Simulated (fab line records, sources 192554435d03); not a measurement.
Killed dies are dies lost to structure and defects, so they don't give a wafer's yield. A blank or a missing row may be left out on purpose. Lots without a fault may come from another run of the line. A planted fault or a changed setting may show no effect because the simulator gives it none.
Which tool did it? | flow n5_finfet | 15 lots, 45 wafers sampled, at 6 steps of a route of 1938

WHAT THE GAUGES READ, wafer by wafer
N5_BEOL_M10_OVL_MEAS_12. Usual: M10_OVL -0.3 nm, standard deviation 0.85.
lot  | measured     | on         | M10_OVL (nm)   | flag
L894 | day 9 18:27  | overlay-02 | 1.2 -1.1 0.4   |
L896 | day 10 07:13 | overlay-02 | -1.0 0.2 0.7   |
L897 | day 11 07:53 | overlay-02 | -0.5 0.1 -0.7  |
L899 | day 11 21:17 | overlay-01 | 1.1 1.4 0.0    |
L901 | day 12 18:56 | overlay-02 | -1.1 -0.4 0.7  |
L904 | day 12 23:53 | overlay-02 | -1.5 -0.3 -0.8 |
L902 | day 13 09:28 | overlay-01 | -0.4 -2.1 -0.6 |
L905 | day 13 09:43 | overlay-01 | -0.7 0.1 1.5   |
L906 | day 13 23:36 | overlay-02 | -0.5 -0.5 -1.5 |
L910 | day 14 19:28 | overlay-01 | -2.2 -0.4 0.1  |
L911 | day 14 21:33 | overlay-01 | 1.0 -1.2 0.1   |
L913 | day 14 21:38 | overlay-02 | 1.1 0.2 -0.2   |
L914 | day 15 04:02 | overlay-02 | 0.6 -1.7 0.5   |
L912 | day 15 07:03 | overlay-01 | 0.8 1.2 -0.6   |
L917 | day 16 23:23 | overlay-02 | -0.1 -0.1 0.1  |

N5_BEOL_M10_CD_MEAS_18: pitch 140 nm, target cd 70 nm. Usual: cd_nm 69.7 nm, standard deviation 0.68.
lot  | measured     | on        | cd_nm (nm)     | flag
L894 | day 9 19:08  | cd_sem-02 | 68.3 67.9 68.6 |
L896 | day 10 08:04 | cd_sem-02 | 69.2 68.8 69.0 |
L897 | day 11 08:25 | cd_sem-01 | 69.8 69.7 69.3 |
L899 | day 11 22:04 | cd_sem-02 | 69.0 69.5 69.8 |
L901 | day 12 19:33 | cd_sem-02 | - - -          | OFF
L904 | day 13 00:24 | cd_sem-03 | - - -          | OFF
L902 | day 13 10:07 | cd_sem-03 | - - -          | OFF
L905 | day 13 10:37 | cd_sem-03 | 69.3 69.2 70.0 |
L906 | day 14 00:17 | cd_sem-01 | 69.1 69.4 68.3 |
L910 | day 14 19:59 | cd_sem-03 | 70.1 68.7 69.5 |
L911 | day 14 22:04 | cd_sem-03 | 69.0 70.4 70.4 |
L913 | day 14 22:10 | cd_sem-02 | 69.4 70.4 69.7 |
L914 | day 15 04:44 | cd_sem-03 | 71.0 72.4 71.1 |
L912 | day 15 07:35 | cd_sem-01 | 68.4 69.7 68.6 |
L917 | day 17 00:01 | cd_sem-02 | 69.5 69.3 70.8 |

WHICH TOOL RAN EACH LOT (tool, then ch and the chambers of the sampled wafers, then the start)
lot  | N5_BEOL_M9_DEGAS_44          | N5_BEOL_M10_CURE_71           | N5_BEOL_M10_HM_DEP_02        | N5_BEOL_M10_HM_OPEN_17
L894 | pvd_sputter-01, day 9 12:02  | uv_cure-01 ch 1, day 9 15:42  | pvd_sputter-03, day 9 17:55  | rie_metal-02 ch 0,1, day 9 18:59
L896 | pvd_sputter-02, day 10 03:19 | uv_cure-01 ch 2, day 10 05:27 | pvd_sputter-03, day 10 06:42 | rie_metal-01 ch 0,1, day 10 07:52
L897 | pvd_sputter-03, day 11 04:07 | uv_cure-02 ch 0, day 11 06:28 | pvd_sputter-03, day 11 07:21 | rie_metal-03 ch 0,1, day 11 08:15
L899 | pvd_sputter-01, day 11 16:55 | uv_cure-03 ch 2, day 11 18:42 | pvd_sputter-02, day 11 20:45 | rie_metal-03 ch 0,1, day 11 21:50
L901 | pvd_sputter-01, day 12 12:07 | uv_cure-03 ch 1, day 12 14:50 | pvd_sputter-01, day 12 18:25 | rie_metal-02 ch 0,1, day 12 19:16
L904 | pvd_sputter-02, day 12 19:08 | uv_cure-01 ch 0, day 12 22:02 | pvd_sputter-02, day 12 23:22 | rie_metal-03 ch 0,1, day 13 00:13
L902 | pvd_sputter-01, day 13 02:59 | uv_cure-03 ch 0, day 13 05:13 | pvd_sputter-01, day 13 09:04 | rie_metal-03 ch 1, day 13 09:48
L905 | pvd_sputter-01, day 13 03:35 | uv_cure-03 ch 1, day 13 05:58 | pvd_sputter-01, day 13 09:10 | rie_metal-01 ch 0, day 13 10:22
L906 | pvd_sputter-03, day 13 19:31 | uv_cure-01 ch 1, day 13 22:19 | pvd_sputter-01, day 13 23:11 | rie_metal-03 ch 0,1, day 14 00:08
L910 | pvd_sputter-03, day 14 16:10 | uv_cure-01 ch 0, day 14 18:01 | pvd_sputter-02, day 14 19:04 | rie_metal-01 ch 0,1, day 14 19:47
L911 | pvd_sputter-03, day 14 17:19 | uv_cure-02 ch 1, day 14 19:41 | pvd_sputter-02, day 14 21:08 | rie_metal-01 ch 0,1, day 14 21:53
L913 | pvd_sputter-02, day 14 17:25 | uv_cure-03 ch 1, day 14 19:50 | pvd_sputter-02, day 14 21:14 | rie_metal-01 ch 1, day 14 21:58
L914 | pvd_sputter-03, day 14 23:50 | uv_cure-03 ch 1, day 15 02:23 | pvd_sputter-03, day 15 03:31 | rie_metal-03 ch 0,1, day 15 04:30
L912 | pvd_sputter-03, day 15 01:19 | uv_cure-02 ch 2, day 15 03:21 | pvd_sputter-01, day 15 06:31 | rie_metal-03 ch 0,1, day 15 07:23
L917 | pvd_sputter-01, day 16 18:57 | uv_cure-01 ch 2, day 16 20:51 | pvd_sputter-01, day 16 22:51 | rie_metal-02 ch 1, day 16 23:46
- N5_BEOL_M9_DEGAS_44: time 60 s.
- N5_BEOL_M10_CURE_71: cures SiCOH lowk, time 240 s.
- N5_BEOL_M10_HM_DEP_02: deposits TiN, target thk 20 nm.
- N5_BEOL_M10_HM_OPEN_17: chemistry Cl2/BCl3, target TiN, target depth 20 nm, overetch 6 nm.

WHAT THE TOOLS THEMSELVES READ (means of the sampled wafers that have a number; where no wafer has one, the mark that the record gives instead)
N5_BEOL_M9_DEGAS_44. Usual: heater_power_w 327 W, standard deviation 34.
lot  | tool           | heater_power_w (W) | flag
L894 | pvd_sputter-01 | 338                |
L896 | pvd_sputter-02 | 327                |
L897 | pvd_sputter-03 | 329                |
L899 | pvd_sputter-01 | 312                |
L901 | pvd_sputter-01 | 334                |
L904 | pvd_sputter-02 | 327                |
L902 | pvd_sputter-01 | 343                |
L905 | pvd_sputter-01 | 340                |
L906 | pvd_sputter-03 | 330                |
L910 | pvd_sputter-03 | 311                |
L911 | pvd_sputter-03 | 342                |
L913 | pvd_sputter-02 | 323                |
L914 | pvd_sputter-03 | 313                |
L912 | pvd_sputter-03 | 326                |
L917 | pvd_sputter-01 | 314                |

N5_BEOL_M10_CURE_71. Usual: lamp_power_pct 52.31 %, standard deviation 0.053; wafer_temp_C_max 386.7, standard deviation 0.53.
lot  | tool       | lamp_power_pct (%) | wafer_temp_C_max | flag
L894 | uv_cure-01 | 52.32              | 387.4            |
L896 | uv_cure-01 | 52.27              | 386.2            |
L897 | uv_cure-02 | 52.30              | 387.4            |
L899 | uv_cure-03 | 52.35              | 386.9            |
L901 | uv_cure-03 | 52.31              | 386.2            |
L904 | uv_cure-01 | 52.36              | 386.0            |
L902 | uv_cure-03 | 52.28              | 386.8            |
L905 | uv_cure-03 | 52.32              | 386.1            |
L906 | uv_cure-01 | 52.29              | 387.7            |
L910 | uv_cure-01 | 52.28              | 386.1            |
L911 | uv_cure-02 | 52.32              | 386.5            |
L913 | uv_cure-03 | 52.29              | 386.3            |
L914 | uv_cure-03 | 52.33              | 386.2            |
L912 | uv_cure-02 | 52.32              | 386.7            |
L917 | uv_cure-01 | 52.30              | 386.8            |

N5_BEOL_M10_HM_DEP_02. Usual: chamber_pressure_pa 0.4999 Pa, standard deviation 0.0011; substrate_temp_c 25.01 C, standard deviation 0.096; throttle_valve_pct 29.6 %, standard deviation 1.
lot  | tool           | chamber_pressure_pa (Pa) | substrate_temp_c (C) | throttle_valve_pct (%) | flag
L894 | pvd_sputter-03 | 0.5012                   | 24.98                | 29.2                   |
L896 | pvd_sputter-03 | 0.5002                   | 25.00                | 29.3                   |
L897 | pvd_sputter-03 | 0.5005                   | 25.05                | 29.1                   |
L899 | pvd_sputter-02 | 0.5001                   | 25.02                | 29.3                   |
L901 | pvd_sputter-01 | -                        | -                    | -                      | OFF
L904 | pvd_sputter-02 | -                        | -                    | -                      | OFF
L902 | pvd_sputter-01 | -                        | -                    | -                      | OFF
L905 | pvd_sputter-01 | 0.5008                   | 25.00                | 31.3                   |
L906 | pvd_sputter-01 | 0.5001                   | 25.00                | 30.0                   |
L910 | pvd_sputter-02 | 0.5006                   | 24.97                | 29.1                   |
L911 | pvd_sputter-02 | 0.4986                   | 25.07                | 29.1                   |
L913 | pvd_sputter-02 | 0.5006                   | 25.02                | 29.2                   |
L914 | pvd_sputter-03 | 0.5003                   | 25.10                | 29.6                   |
L912 | pvd_sputter-01 | 0.4994                   | 24.97                | 30.8                   |
L917 | pvd_sputter-01 | 0.4994                   | 25.01                | 30.1                   |

N5_BEOL_M10_HM_OPEN_17. Usual: drypump_motor_current_A 6.0 A, standard deviation 0.42; oes_product_au 0.65 a.u., standard deviation 0.11; throttle_valve_pct 22.2 %, standard deviation 0.31.
lot  | tool         | drypump_motor_current_A (A) | oes_product_au (a.u.) | throttle_valve_pct (%) | flag
L894 | rie_metal-02 | 5.9                         | 0.54                  | 22.3                   |
L896 | rie_metal-01 | 6.3                         | 0.59                  | 22.0                   |
L897 | rie_metal-03 | 6.3                         | 0.57                  | 22.2                   |
L899 | rie_metal-03 | 6.3                         | 0.57                  | 22.2                   |
L901 | rie_metal-02 | 5.7                         | 0.24                  | 23.0                   | OFF
L904 | rie_metal-03 | 5.9                         | 0.26                  | 23.0                   | OFF
L902 | rie_metal-03 | 5.6                         | 0.27                  | 23.2                   | OFF
L905 | rie_metal-01 | 6.0                         | 0.64                  | 21.9                   |
L906 | rie_metal-03 | 6.3                         | 0.78                  | 22.0                   |
L910 | rie_metal-01 | 6.3                         | 0.76                  | 21.7                   |
L911 | rie_metal-01 | 6.1                         | 0.70                  | 21.8                   |
L913 | rie_metal-01 | 6.5                         | 0.83                  | 21.6                   |
L914 | rie_metal-03 | 5.9                         | 0.68                  | 22.3                   |
L912 | rie_metal-03 | 6.3                         | 0.75                  | 22.0                   |
L917 | rie_metal-02 | 6.1                         | 0.81                  | 22.1                   |

THE ANSWER, worked out from the rows above alone
Rule: a lot is off if the mean of its wafers that have a number lies more than 3 standard deviations from the usual mean. A lot without any number at a reading at which 4 lots or more have one is off too. The other lots that the step has rows for count as sound. The gauges are gone through in route order, then the tools' own readings, and for those a lot's mean is taken as printed above. The first step at which some lot is off is used, and at that step the reading that is off furthest; a lot without a number counts as furthest.
Off: L901, L904, L902, at N5_BEOL_M10_CD_MEAS_18 (cd_nm). Without a number there: L901, L904, L902.
A tool fits if, at a process step before that reading, it ran every lot that is off, and no sound lot after the first of them. The gauges at N5_BEOL_M10_CD_MEAS_18 aren't tried: what is off there is off at N5_BEOL_M10_HM_DEP_02 too, on other tools, and a gauge's error can't cause that. None of those tried fits.

WHAT THE SIMULATOR HAD PUT IN
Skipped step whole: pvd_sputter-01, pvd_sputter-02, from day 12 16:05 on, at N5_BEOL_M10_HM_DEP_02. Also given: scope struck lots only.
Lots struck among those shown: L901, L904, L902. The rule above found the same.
